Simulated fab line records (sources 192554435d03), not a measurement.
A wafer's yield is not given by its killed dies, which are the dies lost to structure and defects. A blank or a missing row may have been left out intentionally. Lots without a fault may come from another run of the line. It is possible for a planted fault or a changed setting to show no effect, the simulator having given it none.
Which tool is to blame? :: flow n5_finfet :: 12 lots with 33 wafers sampled at 5 steps, on a route of 1938 steps

## WHAT THE GAUGES SHOWED, per wafer
The record holds no reading of a measuring or inspecting step that can be judged against a usual standard deviation.

## WHICH TOOL RAN EACH LOT (tool, then ch and the chambers of the sampled wafers, then the start)
lot: L584
N5_BEOL_M8_ALD_77: ald_metal-01 ch 1,2, day 12 16:04
N5_BEOL_M8_SURFACE_TREAT_79: pvd_sputter-03, day 12 16:24
N5_BEOL_M8_SPUTTER_48: pvd_sputter-02, day 12 16:41
N5_BEOL_M8_DEP_56: pecvd-01 ch 0,1,2, day 12 17:33
N5_PASSIVATION_PROBE_49: -

lot: L587
N5_BEOL_M8_ALD_77: ald_metal-03 ch 1,2, day 13 08:20
N5_BEOL_M8_SURFACE_TREAT_79: pvd_sputter-02, day 13 08:45
N5_BEOL_M8_SPUTTER_48: pvd_sputter-02, day 13 08:59
N5_BEOL_M8_DEP_56: pecvd-01 ch 1,2, day 13 09:52
N5_PASSIVATION_PROBE_49: -

lot: L585
N5_BEOL_M8_ALD_77: ald_metal-04 ch 2,3, day 13 16:36
N5_BEOL_M8_SURFACE_TREAT_79: pvd_sputter-03, day 13 16:59
N5_BEOL_M8_SPUTTER_48: pvd_sputter-02, day 13 17:13
N5_BEOL_M8_DEP_56: pecvd-01 ch 0, day 13 18:13
N5_PASSIVATION_PROBE_49: -

lot: L586
N5_BEOL_M8_ALD_77: ald_metal-04 ch 0,2, day 13 20:45
N5_BEOL_M8_SURFACE_TREAT_79: pvd_sputter-02, day 13 21:04
N5_BEOL_M8_SPUTTER_48: pvd_sputter-03, day 13 21:26
N5_BEOL_M8_DEP_56: pecvd-02 ch 1,2, day 13 22:50
N5_PASSIVATION_PROBE_49: -

lot: L591
N5_BEOL_M8_ALD_77: ald_metal-03 ch 0, day 15 20:38
N5_BEOL_M8_SURFACE_TREAT_79: pvd_sputter-01, day 15 21:44
N5_BEOL_M8_SPUTTER_48: pvd_sputter-02, day 15 21:58
N5_BEOL_M8_DEP_56: pecvd-04 ch 0, day 15 22:55
N5_PASSIVATION_PROBE_49: -

lot: L593
N5_BEOL_M8_ALD_77: ald_metal-03 ch 0,2, day 16 01:52
N5_BEOL_M8_SURFACE_TREAT_79: pvd_sputter-01, day 16 02:17
N5_BEOL_M8_SPUTTER_48: pvd_sputter-03, day 16 02:27
N5_BEOL_M8_DEP_56: pecvd-04 ch 0,2, day 16 03:26
N5_PASSIVATION_PROBE_49: prober-02, day 19 02:58

lot: L599
N5_BEOL_M8_ALD_77: ald_metal-01 ch 0,2,3, day 17 09:07
N5_BEOL_M8_SURFACE_TREAT_79: pvd_sputter-02, day 17 09:24
N5_BEOL_M8_SPUTTER_48: pvd_sputter-01, day 17 09:41
N5_BEOL_M8_DEP_56: pecvd-04 ch 0,1, day 17 10:34
N5_PASSIVATION_PROBE_49: -

lot: L602
N5_BEOL_M8_ALD_77: ald_metal-01 ch 0,1,3, day 17 18:05
N5_BEOL_M8_SURFACE_TREAT_79: pvd_sputter-01, day 17 18:25
N5_BEOL_M8_SPUTTER_48: pvd_sputter-02, day 17 19:05
N5_BEOL_M8_DEP_56: pecvd-02 ch 0, day 17 20:10
N5_PASSIVATION_PROBE_49: -

lot: L604
N5_BEOL_M8_ALD_77: ald_metal-04 ch 0,1, day 17 20:54
N5_BEOL_M8_SURFACE_TREAT_79: pvd_sputter-03, day 17 21:12
N5_BEOL_M8_SPUTTER_48: pvd_sputter-03, day 17 21:32
N5_BEOL_M8_DEP_56: pecvd-04 ch 0,2, day 17 22:25
N5_PASSIVATION_PROBE_49: -

lot: L603
N5_BEOL_M8_ALD_77: ald_metal-01 ch 1,2,3, day 18 17:57
N5_BEOL_M8_SURFACE_TREAT_79: pvd_sputter-01, day 18 18:21
N5_BEOL_M8_SPUTTER_48: pvd_sputter-01, day 18 20:14
N5_BEOL_M8_DEP_56: pecvd-04 ch 0,2, day 18 21:06
N5_PASSIVATION_PROBE_49: -

lot: L605
N5_BEOL_M8_ALD_77: ald_metal-03 ch 0,2,3, day 18 20:29
N5_BEOL_M8_SURFACE_TREAT_79: pvd_sputter-03, day 18 20:50
N5_BEOL_M8_SPUTTER_48: pvd_sputter-03, day 18 21:04
N5_BEOL_M8_DEP_56: pecvd-01 ch 0,1, day 18 21:56
N5_PASSIVATION_PROBE_49: -

lot: L607
N5_BEOL_M8_ALD_77: ald_metal-03 ch 0,2,3, day 19 04:37
N5_BEOL_M8_SURFACE_TREAT_79: pvd_sputter-02, day 19 04:59
N5_BEOL_M8_SPUTTER_48: pvd_sputter-02, day 19 05:16
N5_BEOL_M8_DEP_56: pecvd-01 ch 0,1,2, day 19 06:21
N5_PASSIVATION_PROBE_49: -
- N5_BEOL_M8_ALD_77: deposits TaN, target thk 2 nm, pulse time 2 s, purge time 3 s.
- N5_BEOL_M8_SURFACE_TREAT_79
- N5_BEOL_M8_SPUTTER_48: material Cu, target thk 10 nm, time 1.667 s.
- N5_BEOL_M8_DEP_56: deposits SiCN from 3MS/NH3, target thk 10 nm, time 17.5 s.
- N5_PASSIVATION_PROBE_49

## AS READ BY THE TOOLS THEMSELVES (means over the sampled wafers that have a number; for cases with no such wafer, the mark the record gives instead)
N5_BEOL_M8_ALD_77. Usual: heater_power_w reads 428 W (standard deviation 44).
lot: L584
tool: ald_metal-01
heater_power_w (W): 434
flag: 

lot: L587
tool: ald_metal-03
heater_power_w (W): 465
flag: 

lot: L585
tool: ald_metal-04
heater_power_w (W): 392
flag: 

lot: L586
tool: ald_metal-04
heater_power_w (W): 422
flag: 

lot: L591
tool: ald_metal-03
heater_power_w (W): 454
flag: 

lot: L593
tool: ald_metal-03
heater_power_w (W): 428
flag: 

lot: L599
tool: ald_metal-01
heater_power_w (W): 393
flag: 

lot: L602
tool: ald_metal-01
heater_power_w (W): 400
flag: 

lot: L604
tool: ald_metal-04
heater_power_w (W): 393
flag: 

lot: L603
tool: ald_metal-01
heater_power_w (W): 395
flag: 

lot: L605
tool: ald_metal-03
heater_power_w (W): 437
flag: 

lot: L607
tool: ald_metal-03
heater_power_w (W): 442
flag: 

N5_BEOL_M8_SURFACE_TREAT_79. Usual: ar_flow_sccm reads 29.99 sccm (standard deviation 0.081).
lot: L584
tool: pvd_sputter-03
ar_flow_sccm (sccm): 29.98
flag: 

lot: L587
tool: pvd_sputter-02
ar_flow_sccm (sccm): 30.02
flag: 

lot: L585
tool: pvd_sputter-03
ar_flow_sccm (sccm): 30.02
flag: 

lot: L586
tool: pvd_sputter-02
ar_flow_sccm (sccm): 29.97
flag: 

lot: L591
tool: pvd_sputter-01
ar_flow_sccm (sccm): 30.01
flag: 

lot: L593
tool: pvd_sputter-01
ar_flow_sccm (sccm): 29.82
flag: 

lot: L599
tool: pvd_sputter-02
ar_flow_sccm (sccm): 29.99
flag: 

lot: L602
tool: pvd_sputter-01
ar_flow_sccm (sccm): 29.94
flag: 

lot: L604
tool: pvd_sputter-03
ar_flow_sccm (sccm): 29.93
flag: 

lot: L603
tool: pvd_sputter-01
ar_flow_sccm (sccm): 30.03
flag: 

lot: L605
tool: pvd_sputter-03
ar_flow_sccm (sccm): 29.95
flag: 

lot: L607
tool: pvd_sputter-02
ar_flow_sccm (sccm): 30.07
flag: 

N5_BEOL_M8_SPUTTER_48. Usual: throttle_valve_pct reads 29.9 % (standard deviation 0.68).
lot: L584
tool: pvd_sputter-02
throttle_valve_pct (%): 29.8
flag: 

lot: L587
tool: pvd_sputter-02
throttle_valve_pct (%): 30.1
flag: 

lot: L585
tool: pvd_sputter-02
throttle_valve_pct (%): 30.1
flag: 

lot: L586
tool: pvd_sputter-03
throttle_valve_pct (%): 30.0
flag: 

lot: L591
tool: pvd_sputter-02
throttle_valve_pct (%): 29.9
flag: 

lot: L593
tool: pvd_sputter-03
throttle_valve_pct (%): 29.3
flag: 

lot: L599
tool: pvd_sputter-01
throttle_valve_pct (%): 29.6
flag: 

lot: L602
tool: pvd_sputter-02
throttle_valve_pct (%): 29.9
flag: 

lot: L604
tool: pvd_sputter-03
throttle_valve_pct (%): 30.1
flag: 

lot: L603
tool: pvd_sputter-01
throttle_valve_pct (%): 30.2
flag: 

lot: L605
tool: pvd_sputter-03
throttle_valve_pct (%): 31.0
flag: 

lot: L607
tool: pvd_sputter-02
throttle_valve_pct (%): 30.0
flag: 

N5_BEOL_M8_DEP_56. Usual: showerhead_plenum_p_Torr 3.665 Torr, standard deviation 0.0096; throttle_valve_pct 9.2 %, standard deviation 0.76.
lot: L584
tool: pecvd-01
showerhead_plenum_p_Torr (Torr): 3.668
throttle_valve_pct (%): 9.0
flag: 

lot: L587
tool: pecvd-01
showerhead_plenum_p_Torr (Torr): 3.676
throttle_valve_pct (%): 8.4
flag: 

lot: L585
tool: pecvd-01
showerhead_plenum_p_Torr (Torr): 3.652
throttle_valve_pct (%): 9.6
flag: 

lot: L586
tool: pecvd-02
showerhead_plenum_p_Torr (Torr): 3.656
throttle_valve_pct (%): 8.7
flag: 

lot: L591
tool: pecvd-04
showerhead_plenum_p_Torr (Torr): 3.670
throttle_valve_pct (%): 9.9
flag: 

lot: L593
tool: pecvd-04
showerhead_plenum_p_Torr (Torr): 3.665
throttle_valve_pct (%): 9.2
flag: 

lot: L599
tool: pecvd-04
showerhead_plenum_p_Torr (Torr): 3.666
throttle_valve_pct (%): 10.2
flag: 

lot: L602
tool: pecvd-02
showerhead_plenum_p_Torr (Torr): 3.664
throttle_valve_pct (%): 8.7
flag: 

lot: L604
tool: pecvd-04
showerhead_plenum_p_Torr (Torr): 3.664
throttle_valve_pct (%): 9.0
flag: 

lot: L603
tool: pecvd-04
showerhead_plenum_p_Torr (Torr): 3.655
throttle_valve_pct (%): 9.1
flag: 

lot: L605
tool: pecvd-01
showerhead_plenum_p_Torr (Torr): 3.667
throttle_valve_pct (%): 9.4
flag: 

lot: L607
tool: pecvd-01
showerhead_plenum_p_Torr (Torr): 3.666
throttle_valve_pct (%): 9.0
flag: 

N5_PASSIVATION_PROBE_49. Usual: defect_limited_yield 90.9 %, standard deviation 1.6; killed_at_M0_to_M3 37, standard deviation 11; killed_at_M4_up 15, standard deviation 5.6; killed_at_contacts 13, standard deviation 6.4; killed_at_front_end 39, standard deviation 11; killed_at_other 4, standard deviation 3.1; killed_dies 107, standard deviation 19; killed_open 71, standard deviation 14; killed_short 34, standard deviation 7.8; sort_bin_4_leakage 0.01 %, standard deviation 0.053; sort_bin_5_function 5.3 %, standard deviation 1; sort_bin_6_memory 3.4 %, standard deviation 0.72; sort_bin_8_speed 0.0 %, standard deviation 0.42; sort_n_pass 1072, standard deviation 20; sort_yield_pct 90.9 %, standard deviation 1.7.
lot: L593
tool: prober-02
defect_limited_yield (%): 91.5
killed_at_M0_to_M3: 33
killed_at_M4_up: 11
killed_at_contacts: 17
killed_at_front_end: 36
killed_at_other: 3
killed_dies: 100
killed_open: 64
killed_short: 34
sort_bin_4_leakage (%): 0.00
sort_bin_5_function (%): 5.6
sort_bin_6_memory (%): 2.8
sort_bin_8_speed (%): 0.3
sort_n_pass: 1076
sort_yield_pct (%): 91.2
flag: 

## THE ANSWER, worked out from the rows above alone
Rule: a lot counts as off when the mean over its wafers that have a number is more than 3 standard deviations away from the usual mean. A lot without any number at a reading at which 4 lots or more have one is off too. Where the step has rows for the other lots, those lots are counted as sound. First the gauges in route order, then the tools' own readings, where a lot's mean is used as printed above. At the first step where some lot is off, the reading lying furthest off is the one used; lots without a number count as furthest.
None of the lots is off at any reading shown; this tells nothing.

## WHAT THE SIMULATOR PUT IN
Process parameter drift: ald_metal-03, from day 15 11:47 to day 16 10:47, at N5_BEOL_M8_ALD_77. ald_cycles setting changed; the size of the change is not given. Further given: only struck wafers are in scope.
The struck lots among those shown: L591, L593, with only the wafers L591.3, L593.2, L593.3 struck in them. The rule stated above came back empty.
